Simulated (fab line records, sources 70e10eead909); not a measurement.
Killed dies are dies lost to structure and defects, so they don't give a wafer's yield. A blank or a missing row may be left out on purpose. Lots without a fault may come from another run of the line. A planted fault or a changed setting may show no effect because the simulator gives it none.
A struck lot beside a sound one | flow nand_harc | 13 steps out of a route of 1302
Sound: wafers L858.3, L858.5, L858.6. Struck: wafers L861.2, L861.5. (L861.6 of the same lot was not struck and is left out.) The cause comes at the end.
At each step with rows: each side's tool, then ch and its chambers, then its first start. Under that, the readings that differ: sound wafers | struck wafers | difference of the means | sigmas: that difference in standard deviations of wafers without a fault.
alike: readings whose means differ by less than 2 such deviations, and words and numbers that are the same on both sides. not compared: withheld readings, readings that some wafer has no value for, bounds like >300 that may hide the same value, and numbers for which the record gives no deviation and whose values overlap.
The two part at a step that has a row with sigmas, a row that says differs or no value, or rows on one side only. Numbers that don't overlap but have no deviation are shown without sigmas and don't part them. A reading that every wafer of one side lacks parts them only if that side has two wafers or more.

NHARC_A_WL_FILL_ALD_02: deposits TiN, target thk 2 nm, pulse time 3 s, ald cycles 100.
  sound on ald_metal-04 ch 0,1, day 25 09:07; struck on ald_metal-04 ch 0,3, day 26 03:44
  alike: heater_power_w, precursor_pulse_height_rel
  not compared: since_wet_clean_h
then, 1 step without rows for these wafers: NHARC_A_WL_FILL_CVD_03 (deposits W, target thk 40 nm, time 279 s).
NHARC_A_WL_FILL_ETCHBACK_04: etches the open film in NF3, target depth 60 nm, time 120 s.
  sound on rie_metal-01 ch 0,1, day 25 09:59; struck on rie_metal-02 ch 0,1, day 26 04:31
  alike: drypump_motor_current_A, oes_product_au
  not compared: rf_hours_counter_h
NHARC_A_WL_FILL_ETCHBACK_05: etches the open film in Cl2/BCl3, target depth 22 nm, time 60 s.
  sound on rie_metal-01 ch 0,1, day 25 10:11; struck on rie_metal-02 ch 0,1, day 26 04:43
  reading                     | sound       | struck  | difference | sigmas
  drypump_motor_current_A (A) | 5.0 5.4 5.0 | 6.2 5.9 | +0.9       | +2
  alike: oes_product_au
  not compared: rf_hours_counter_h
NHARC_A_WL_FILL_STRIP_27: strips in N2/H2, time 20 s.
  sound on plasma_asher-01 ch 0,1, day 25 10:20; struck on plasma_asher-01 ch 1, day 26 04:54
  alike: drypump_motor_current_A, heater_power_w
  not compared: rf_hours_counter_h
then, 5 steps without rows for these wafers: NHARC_A_WL_FILL_STRIP_28 (strips in post etch residue remover, time 1200 s); NHARC_A_WL_FILL_PRECLEAN_06 (cleans in DIW, time 300 s); NHARC_A_WL_FILL_SRD_07; NHARC_A_WL_FILL_ANNEAL_08 (time 1800 s); NHARC_A_WL_FILL_ALD_10 (deposits SiO2, target thk 50 nm, pulse time 10 s, ald cycles 500).
NHARC_A_WL_FILL_ETCHBACK_16: etches the open film in C4F8/O2/Ar, target depth 120 nm, time 24 s.
  sound on rie_diel-07 ch 0,3, day 25 20:12; struck on rie_diel-07 ch 0, day 26 14:35
  reading               | sound             | struck      | difference | sigmas
  oes_product_au (a.u.) | 0.982 0.998 0.980 | 1.186 1.190 | +0.201     | +7
  alike: rf_vpp_V
  not compared: rf_hours_counter_h
NHARC_A_WL_FILL_STRIP_29: strips in O2, time 20 s.
  sound on rie_diel-07 ch 1,2, day 25 20:18; struck on rie_diel-07 ch 0,3, day 26 14:41
  alike: drypump_motor_current_A, oes_product_au, rf_vpp_V, showerhead_plenum_p_Torr, throttle_valve_pct
  not compared: rf_hours_counter_h
-- the record jumps here: 4 days lie between the struck wafers' starts before and after (it left off in module A_WL_FILL and takes up again in module END, whose first step shown is number 1302 of the route) --
NHARC_END_SORT_01:
  sound on prober-02 ch 0, day 30 18:08; struck on prober-01 ch 0, day 31 01:16
  alike: killed_at_array, killed_at_other, killed_at_periphery, killed_dies, killed_open, killed_short

WHERE THEY PART
First at NHARC_A_WL_FILL_ETCHBACK_05; last, within this record, at NHARC_A_WL_FILL_ETCHBACK_16. Later steps at which nothing parts them and some readings are alike: NHARC_A_WL_FILL_STRIP_29, NHARC_END_SORT_01.

WHY: what the simulator had put in
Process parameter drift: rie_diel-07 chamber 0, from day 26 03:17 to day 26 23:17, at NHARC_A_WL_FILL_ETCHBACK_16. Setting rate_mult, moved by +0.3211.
